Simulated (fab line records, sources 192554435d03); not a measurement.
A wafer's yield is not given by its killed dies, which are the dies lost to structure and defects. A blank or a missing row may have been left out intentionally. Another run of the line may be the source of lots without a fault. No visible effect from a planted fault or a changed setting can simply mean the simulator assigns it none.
What tool caused it? + flow n5_finfet + Sampling: 9 lots, 27 wafers, 5 of 1938 route steps

== WHAT THE GAUGES READ, wafer by wafer ==
N5_BEOL_M4_RC_MEAS_101. Usual: DIBL_N 36.3 mV/V, standard deviation 2; DIBL_P 36.3 mV/V, standard deviation 2.4; IOFF_N 0.16 nA/um, standard deviation 0.034; IOFF_P 0.21 nA/um, standard deviation 0.035; ION_N 672 uA/um, standard deviation 12; ION_P 459 uA/um, standard deviation 6.5; SS_N 71.6 mV/dec, standard deviation 0.67; SS_P 73.3 mV/dec, standard deviation 0.71; VT_N 250 mV, standard deviation 3.5; VT_P -251 mV, standard deviation 3.
| lot  | measured     | on        | DIBL_N (mV/V)  | DIBL_P (mV/V)  | IOFF_N (nA/um) | IOFF_P (nA/um) | ION_N (uA/um) | ION_P (uA/um) | SS_N (mV/dec)  | SS_P (mV/dec)  | VT_N (mV)   | VT_P (mV)      | flag |
|------|--------------|-----------|----------------|----------------|----------------|----------------|---------------|---------------|----------------|----------------|-------------|----------------|------|
| L505 | day 8 00:26  | prober-02 | 35.2 37.8 35.8 | 33.4 36.8 34.4 | 0.12 0.17 0.14 | 0.18 0.23 0.19 | 658 676 672   | 453 464 459   | 71.4 71.9 71.5 | 72.0 73.4 72.6 | 252 248 252 | -254 -248 -250 |      |
| L506 | day 8 03:04  | prober-01 | 35.5 35.7 34.9 | 35.7 35.9 34.7 | 0.15 0.15 0.13 | 0.20 0.21 0.19 | 662 661 655   | 458 459 450   | 71.6 71.4 71.9 | 73.3 72.8 72.6 | 250 254 251 | -251 -251 -251 |      |
| L510 | day 9 05:11  | prober-02 | 35.9 39.3 35.9 | 34.6 38.7 34.3 | 0.14 0.22 0.15 | 0.17 0.23 0.16 | 657 689 672   | 444 463 452   | 71.6 73.1 72.0 | 73.7 74.5 73.3 | 255 247 251 | -256 -251 -256 |      |
| L511 | day 9 08:29  | prober-01 | 34.8 36.4 36.4 | 35.7 37.8 36.9 | 0.14 0.16 0.17 | 0.19 0.22 0.21 | 674 675 680   | 460 467 458   | 71.6 71.6 70.6 | 72.7 73.9 73.1 | 251 249 247 | -250 -249 -251 |      |
| L516 | day 11 15:45 | prober-01 | 36.1 35.3 37.2 | 37.2 36.9 38.8 | 0.15 0.16 0.19 | 0.21 0.21 0.23 | 664 692 683   | 455 476 462   | 71.5 71.4 72.4 | 73.3 73.0 73.6 | 249 247 246 | -251 -251 -249 |      |
| L517 | day 11 20:07 | prober-02 | 37.1 38.7 39.6 | 36.1 37.1 38.6 | 0.15 0.16 0.18 | 0.19 0.20 0.23 | 667 661 677   | 455 450 460   | 71.9 72.4 71.6 | 72.6 73.5 73.8 | 250 250 249 | -252 -251 -248 |      |
| L518 | day 11 21:34 | prober-01 | 35.5 36.9 38.3 | 37.5 38.8 40.6 | 0.15 0.19 0.22 | 0.22 0.23 0.28 | 664 671 679   | 458 459 465   | 72.0 72.6 72.3 | 73.6 73.9 74.3 | 253 249 244 | -248 -249 -247 |      |
| L524 | day 13 20:22 | prober-02 | 36.9 34.1 39.1 | 37.5 33.3 39.4 | 0.17 0.12 0.21 | 0.21 0.14 0.23 | 678 659 682   | 459 448 458   | 71.0 70.7 72.3 | 73.6 72.5 73.4 | 248 255 246 | -251 -256 -251 |      |
| L528 | day 14 14:23 | prober-01 | 36.8 37.2 36.1 | 37.1 37.9 36.1 | 0.19 0.20 0.18 | 0.22 0.24 0.21 | 680 679 684   | 459 459 462   | 71.8 72.0 72.0 | 73.0 73.4 72.6 | 248 246 245 | -249 -248 -251 |      |

== TOOL THAT RAN EACH LOT (tool first, then ch and the chambers of the sampled wafers, then the start) ==
| lot  | N5_HKMG_FIN_ETCH_86               | N5_HKMG_FIN_STRIP_88                 | N5_HKMG_FIN_COAT_66               | N5_HKMG_FIN_ETCH_67               |
|------|-----------------------------------|--------------------------------------|-----------------------------------|-----------------------------------|
| L505 | rie_diel-05 ch 0,3, day 4 09:18   | plasma_asher-01 ch 1, day 4 09:34    | litho_track-01 ch 0, day 4 10:19  | rie_diel-06 ch 2,3, day 4 10:24   |
| L506 | rie_diel-05 ch 2,3, day 4 13:53   | plasma_asher-01 ch 0,1, day 4 14:16  | litho_track-03 ch 0, day 4 14:54  | rie_diel-05 ch 0,3, day 4 14:58   |
| L510 | rie_diel-06 ch 0,2,3, day 5 10:20 | plasma_asher-01 ch 0,1, day 5 10:35  | litho_track-01 ch 0, day 5 11:20  | rie_diel-06 ch 0,1,2, day 5 11:25 |
| L511 | rie_diel-05 ch 0,1,3, day 5 16:12 | plasma_asher-01 ch 1, day 5 16:27    | litho_track-01 ch 0, day 5 17:13  | rie_diel-05 ch 0,1,3, day 5 17:23 |
| L516 | rie_diel-06 ch 2,3, day 6 23:01   | plasma_asher-01 ch 0,1, day 6 23:16  | litho_track-01 ch 0, day 7 00:01  | rie_diel-05 ch 0,1,3, day 7 00:12 |
| L517 | rie_diel-02 ch 0,1,3, day 7 04:49 | plasma_asher-02 ch 0,1, day 7 05:04  | litho_track-03 ch 0, day 7 05:49  | rie_diel-06 ch 1,2, day 7 06:04   |
| L518 | rie_diel-06 ch 1,2,3, day 7 14:32 | plasma_asher-01 ch 0,1, day 7 14:54  | litho_track-01 ch 0, day 7 15:33  | rie_diel-06 ch 1,2,3, day 7 15:36 |
| L524 | rie_diel-05 ch 0,1,3, day 9 00:19 | plasma_asher-02 ch 0,1, day 9 00:34  | litho_track-02 ch 0, day 9 01:20  | rie_diel-06 ch 0,2,3, day 9 01:28 |
| L528 | rie_diel-02 ch 2,3, day 10 02:08  | plasma_asher-02 ch 0,1, day 10 02:23 | litho_track-01 ch 0, day 10 03:08 | rie_diel-06 ch 0,1, day 10 03:13  |
- N5_HKMG_FIN_ETCH_86: etches SOC in N2/H2, stops on TiN, target depth 393.2 nm.
- N5_HKMG_FIN_STRIP_88: strips in N2/H2, time 360 s.
- N5_HKMG_FIN_COAT_66: time 60 s, resist thk 300 nm.
- N5_HKMG_FIN_ETCH_67: etches SOC in N2/H2, stops on TiN, target depth 388.9 nm.

== AS READ BY THE TOOLS THEMSELVES (means over the sampled wafers that have a number; for cases with no such wafer, the mark the record gives instead) ==
N5_HKMG_FIN_ETCH_86. Usual: drypump_motor_current_A 5.9 A, standard deviation 0.58; oes_product_au 0.77 a.u., standard deviation 0.059; rf_vpp_V 240.5 V, standard deviation 1.3; showerhead_plenum_p_Torr 2.53 Torr, standard deviation 0.074; throttle_valve_pct 17.8 %, standard deviation 0.32.
| lot  | tool        | drypump_motor_current_A (A) | oes_product_au (a.u.) | rf_vpp_V (V) | showerhead_plenum_p_Torr (Torr) | throttle_valve_pct (%) | flag |
|------|-------------|-----------------------------|-----------------------|--------------|---------------------------------|------------------------|------|
| L505 | rie_diel-05 | 5.8                         | 0.88                  | 240.9        | 2.52                            | 17.7                   |      |
| L506 | rie_diel-05 | 6.0                         | 0.79                  | 240.0        | 2.53                            | 18.0                   |      |
| L510 | rie_diel-06 | 5.2                         | 0.71                  | 240.0        | 2.50                            | 17.9                   |      |
| L511 | rie_diel-05 | 6.1                         | 0.83                  | 240.9        | 2.54                            | 17.6                   |      |
| L516 | rie_diel-06 | 5.0                         | 0.72                  | 240.0        | 2.50                            | 17.7                   |      |
| L517 | rie_diel-02 | 6.0                         | 0.78                  | 240.5        | 2.58                            | 17.6                   |      |
| L518 | rie_diel-06 | 5.1                         | 0.71                  | 239.8        | 2.49                            | 18.0                   |      |
| L524 | rie_diel-05 | 6.2                         | 0.80                  | 240.4        | 2.53                            | 17.6                   |      |
| L528 | rie_diel-02 | 5.8                         | 0.72                  | 240.2        | 2.52                            | 17.9                   |      |

N5_HKMG_FIN_STRIP_88. Usual: drypump_motor_current_A 5.96 A, standard deviation 0.11; heater_power_w 434 W, standard deviation 48.
| lot  | tool            | drypump_motor_current_A (A) | heater_power_w (W) | flag |
|------|-----------------|-----------------------------|--------------------|------|
| L505 | plasma_asher-01 | 5.88                        | 454                |      |
| L506 | plasma_asher-01 | 5.96                        | 468                |      |
| L510 | plasma_asher-01 | 5.95                        | 471                |      |
| L511 | plasma_asher-01 | 5.91                        | 460                |      |
| L516 | plasma_asher-01 | 5.98                        | 460                |      |
| L517 | plasma_asher-02 | 5.94                        | 357                |      |
| L518 | plasma_asher-01 | 5.96                        | 459                |      |
| L524 | plasma_asher-02 | 5.96                        | 358                |      |
| L528 | plasma_asher-02 | 5.86                        | 374                |      |

N5_HKMG_FIN_COAT_66. Usual: dispense_pressure_kPa 47 kPa, standard deviation 3.4; run_length_s 66.02 s, standard deviation 0.26.
| lot  | tool           | dispense_pressure_kPa (kPa) | run_length_s (s) | flag |
|------|----------------|-----------------------------|------------------|------|
| L505 | litho_track-01 | 51                          | 65.73            |      |
| L506 | litho_track-03 | 43                          | 65.98            |      |
| L510 | litho_track-01 | 51                          | 65.72            |      |
| L511 | litho_track-01 | 51                          | 65.70            |      |
| L516 | litho_track-01 | 51                          | 76.47            | OFF  |
| L517 | litho_track-03 | 43                          | 66.09            |      |
| L518 | litho_track-01 | 51                          | 76.40            | OFF  |
| L524 | litho_track-02 | 45                          | 66.39            |      |
| L528 | litho_track-01 | 51                          | 65.74            |      |

N5_HKMG_FIN_ETCH_67. Usual: drypump_motor_current_A 5.8 A, standard deviation 0.58; oes_product_au 0.75 a.u., standard deviation 0.056; rf_vpp_V 240.4 V, standard deviation 1.2; showerhead_plenum_p_Torr 2.53 Torr, standard deviation 0.078; throttle_valve_pct 17.9 %, standard deviation 0.32.
| lot  | tool        | drypump_motor_current_A (A) | oes_product_au (a.u.) | rf_vpp_V (V) | showerhead_plenum_p_Torr (Torr) | throttle_valve_pct (%) | flag |
|------|-------------|-----------------------------|-----------------------|--------------|---------------------------------|------------------------|------|
| L505 | rie_diel-06 | 4.9                         | 0.70                  | 240.1        | 2.58                            | 17.9                   |      |
| L506 | rie_diel-05 | 6.1                         | 0.85                  | 240.7        | 2.54                            | 17.7                   |      |
| L510 | rie_diel-06 | 5.4                         | 0.70                  | 240.0        | 2.49                            | 18.2                   |      |
| L511 | rie_diel-05 | 6.2                         | 0.82                  | 240.9        | 2.54                            | 17.6                   |      |
| L516 | rie_diel-05 | 6.2                         | 0.81                  | 240.9        | 2.54                            | 17.6                   |      |
| L517 | rie_diel-06 | 5.1                         | 0.68                  | 241.0        | 2.56                            | 18.2                   |      |
| L518 | rie_diel-06 | 5.1                         | 0.70                  | 239.6        | 2.49                            | 18.0                   |      |
| L524 | rie_diel-06 | 5.3                         | 0.69                  | 239.9        | 2.49                            | 17.9                   |      |
| L528 | rie_diel-06 | 5.7                         | 0.69                  | 239.2        | 2.40                            | 18.2                   |      |

== THE ANSWER, worked out from the rows above alone ==
Rule: lot off if the mean of its wafers having a number is beyond 3 standard deviations from the usual mean. A lot without any number at a reading at which 4 lots or more have one is off too. Any other lot the step has rows for is counted as sound. After the gauges, taken in route order, come the tools' own readings; for these a lot's mean is taken, as printed above. The first step at which some lot is off is used, and at that step the reading that is off furthest; a lot without a number counts as furthest.
Off, at N5_HKMG_FIN_COAT_66 on run_length_s: L516, L518.
A tool fits if, at that step or a process step before it, it ran every lot that is off, and no sound lot after the first of them. 2 tools fit, rie_diel-06 at N5_HKMG_FIN_ETCH_86 and plasma_asher-01 at N5_HKMG_FIN_STRIP_88, so this cannot tell which one it is.

== WHAT THE SIMULATOR HAD PUT IN ==
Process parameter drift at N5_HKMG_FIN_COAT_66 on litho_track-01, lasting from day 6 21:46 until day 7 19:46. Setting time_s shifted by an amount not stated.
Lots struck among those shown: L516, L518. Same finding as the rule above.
